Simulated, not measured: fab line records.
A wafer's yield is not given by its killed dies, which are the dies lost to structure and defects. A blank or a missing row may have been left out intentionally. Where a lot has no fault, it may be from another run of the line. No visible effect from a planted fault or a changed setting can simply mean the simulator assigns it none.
A struck lot beside a sound one ; flow n5_finfet ; 13 out of 1938 route steps
Sound: these wafers, L752.3, L752.4, L752.6. Struck: wafers L742.4, L742.5. (L742.3 of the same lot was not struck and is left out.) The cause comes at the end.
Per side, at each step with rows, come the tool, then ch with its chambers, and then its first start. Under that, the readings that differ: sound wafers ; struck wafers ; difference of the means ; sigmas: that difference in standard deviations of wafers without a fault.
alike: readings whose means differ by less than 2 such deviations, and words and numbers that are the same on both sides. not compared: withheld readings, readings that some wafer has no value for, bounds like >300 that may hide the same value, and numbers for which the record gives no deviation and whose values overlap.
The two part at a step that has a row with sigmas, a row that says differs or no value, or rows on one side only. Numbers that have no deviation but don't overlap get no sigmas and don't part them. A reading missing from all wafers of one side parts the sides only when that side holds two or more wafers.

first, 1 step without rows for these wafers: N5_HKMG_FIN_ETCHBACK_68 (etches the open film in Cl2/Ar, stops on HfO2, target depth 0.5 nm).
N5_HKMG_FIN_STRIP_69: strips in N2/H2, time 360 s.
  sound on plasma_asher-01 ch 0,1, day 9 00:16; struck on plasma_asher-01 ch 0,1, day 6 10:16
  alike: drypump_motor_current_A, heater_power_w
  not compared: rf_hours_counter_h
N5_HKMG_FIN_ALD_21: deposits TiN, target thk 1.5 nm, pulse time 1 s, purge time 3 s.
  sound on ald_metal-04 ch 2,3, day 9 00:32; struck on ald_metal-04 ch 0,2, day 6 10:32
reading;sound;struck;difference;sigmas
precursor_pulse_height_rel;1.011 1.007 1.035;0.943 0.995;-0.049;-2
  alike: heater_power_w
then, 1 step without rows for these wafers: N5_HKMG_FIN_ALD_72 (deposits W, target thk 2 nm, pulse time 1 s, purge time 2 s).
N5_HKMG_FIN_W_FILL_22: material W, target thk 60 nm, time 18.2 s.
  sound on cvd_w-02 ch 0,1, day 9 00:58; struck on cvd_w-02 ch 0,1, day 6 10:58
  alike: heater_power_w, throttle_valve_pct
then, 3 steps without rows for these wafers: N5_HKMG_FIN_PRECLEAN_83 (cleans in DIW, time 57.5 s); N5_HKMG_FIN_SRD_84 (dry time 32 s); N5_HKMG_FIN_CMP_23 (polishes, stops on SiNx, t overpolish 10 s, target thk 46.326 nm).
N5_HKMG_FIN_CMP_94: polishes, stops on SiNx, t overpolish 4.7 s, target thk 43.299 nm.
  sound on cmp-04 ch 1,2,3, day 9 01:36; struck on cmp-01 ch 2,3, day 6 11:32
  alike: edge_zone_pressure_frac, motor_current_A
N5_HKMG_FIN_INSPECT_28: inspects for defects (darkfield).
  sound on defect_inspect-02, day 9 01:50; struck on defect_inspect-02, day 6 11:46
reading;sound;struck;difference;sigmas
raw_defect_count;47 72 72;28 42;-29;-2
then, 1 step without rows for these wafers: N5_GATE_CUT_ETCHBACK_00 (etches W in SF6/Cl2).
N5_GATE_CUT_ETCH_56: etches TiN in Cl2/Ar, target depth 21.6 nm.
  sound on rie_metal-02 ch 0,1, day 9 02:01; struck on rie_metal-03 ch 0, day 6 11:57
reading;sound;struck;difference;sigmas
rf_fwd_power_W (W);596.2 600.2 594.7;738.4 736.9;+140.6;+78
model.etch.depth_nm (nm);21.17 21.56 21.44;26.87 26.63;+5.36;
  alike: drypump_motor_current_A, oes_product_au, throttle_valve_pct
  not compared: rf_hours_counter_h
N5_GATE_CUT_ETCHBACK_30: etches TiN in Cl2/Ar, target depth 3 nm.
  sound on rie_metal-02 ch 0,1, day 9 02:05; struck on rie_metal-03 ch 0, day 6 12:01
  alike: drypump_motor_current_A, oes_product_au, throttle_valve_pct
  not compared: rf_hours_counter_h

WHERE THEY PART
Last at N5_GATE_CUT_ETCH_56 as far as this record goes, first at N5_HKMG_FIN_ALD_21. Later steps at which nothing parts them and some readings are alike: N5_GATE_CUT_ETCHBACK_30.

WHY: the cause the simulator had injected
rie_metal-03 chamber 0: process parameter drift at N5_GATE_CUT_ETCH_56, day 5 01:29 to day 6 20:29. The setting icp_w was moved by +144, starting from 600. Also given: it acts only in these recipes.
